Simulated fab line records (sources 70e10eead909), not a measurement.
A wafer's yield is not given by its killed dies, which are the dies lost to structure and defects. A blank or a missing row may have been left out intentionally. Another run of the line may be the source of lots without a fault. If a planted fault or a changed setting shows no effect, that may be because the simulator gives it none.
What tool caused it?    flow nand_harc    Sampling: 12 lots, 36 wafers, 4 of 1302 route steps

## WHAT THE GAUGES SHOWED, per wafer
NHARC_A_SGD_CUT_CD_MEAS_09 targets a cd of 100 nm.
lot   measured      on         cd_nm (nm)
L075  day 19 16:18  cd_sem-02  99.8 99.7 100.1
L078  day 20 12:41  cd_sem-03  99.4 100.0 99.7
L077  day 20 22:26  cd_sem-01  99.8 99.4 99.8
L082  day 21 23:39  cd_sem-01  99.6 100.2 100.1
L083  day 22 14:11  cd_sem-01  100.0 101.0 100.3
L084  day 23 09:48  cd_sem-02  100.2 99.9 100.1
L088  day 25 02:39  cd_sem-03  100.7 100.0 99.6
L089  day 25 00:00  cd_sem-02  99.3 99.6 100.4
L093  day 26 20:54  cd_sem-02  99.6 100.1 100.2
L092  day 26 20:36  cd_sem-02  99.7 99.2 99.0
L095  day 28 01:41  cd_sem-01  100.1 100.1 99.7
L097  day 28 17:25  cd_sem-02  99.9 99.4 100.5

## WHAT TOOL EACH LOT RAN ON (gives the tool, then ch and the chambers of the sampled wafers, and finally the start)
lot   NHARC_A_STAIRCASE_DEP_325        NHARC_A_STAIRCASE_ETCH_444          NHARC_A_STAIRCASE_CMP_152
L075  pecvd-02 ch 1,2, day 18 20:06    rie_diel-09 ch 0,1,3, day 19 09:29  cmp-04 ch 0,3, day 19 13:49
L078  pecvd-03 ch 0,2, day 19 19:41    rie_diel-09 ch 0,1,3, day 20 05:25  cmp-04 ch 1,2,3, day 20 10:11
L077  pecvd-03 ch 0,2, day 20 03:40    rie_diel-02 ch 2,3, day 20 14:38    cmp-01 ch 0,1,3, day 20 19:53
L082  pecvd-04 ch 0,1,2, day 21 05:11  rie_diel-06 ch 0,2,3, day 21 15:28  cmp-04 ch 0,1,2, day 21 20:16
L083  pecvd-02 ch 1,2, day 21 22:22    rie_diel-09 ch 0,3, day 22 06:53    cmp-03 ch 1,3, day 22 11:41
L084  pecvd-04 ch 1, day 22 17:34      rie_diel-02 ch 0,1,2, day 23 02:25  cmp-01 ch 0,1,2, day 23 07:11
L088  pecvd-04 ch 0,1,2, day 24 07:31  rie_diel-09 ch 0,1, day 24 19:07    cmp-03 ch 1,2,3, day 25 00:04
L089  pecvd-04 ch 1,2, day 24 08:05    rie_diel-02 ch 0,2,3, day 24 16:52  cmp-04 ch 0,3, day 24 21:10
L093  pecvd-04 ch 0,1,2, day 26 04:04  rie_diel-02 ch 0,1,2, day 26 13:34  cmp-04 ch 1,2,3, day 26 18:22
L092  pecvd-03 ch 0,2, day 26 04:10    rie_diel-06 ch 1,2,3, day 26 13:23  cmp-03 ch 0,1,3, day 26 18:13
L095  pecvd-02 ch 0,1, day 27 09:01    rie_diel-06 ch 1,2,3, day 27 17:52  cmp-01 ch 0,2,3, day 27 23:10
L097  pecvd-04 ch 0,2, day 28 00:44    rie_diel-06 ch 0,2,3, day 28 10:41  cmp-01 ch 0,3, day 28 15:01
- NHARC_A_STAIRCASE_DEP_325: deposits SiO2, target thk 7200 nm.
- NHARC_A_STAIRCASE_ETCH_444: etches the open film in C4F8/O2, target depth 20400 nm, time 6800 s.
- NHARC_A_STAIRCASE_CMP_152: polishes.

## THE ANSWER, worked out from the rows above alone
Rule: usual is defined by the lots themselves. Put in order of their means at a reading, lots are off if they are a third of the lots or fewer, leave a main group of 4 or more, and stand apart from it by a gap of 3 or more times the standard deviation of the main group's means; of several such gaps the widest counts. If all means in a main group match to the digits the tables above print for the reading, that group is not used. Also off: a lot with no number at a reading for which 4 or more lots have one. The other lots that the step has rows for count as sound.
Across all readings shown, no lot is off: no conclusion can be drawn from this.

## WHAT THE SIMULATOR HAD PUT IN
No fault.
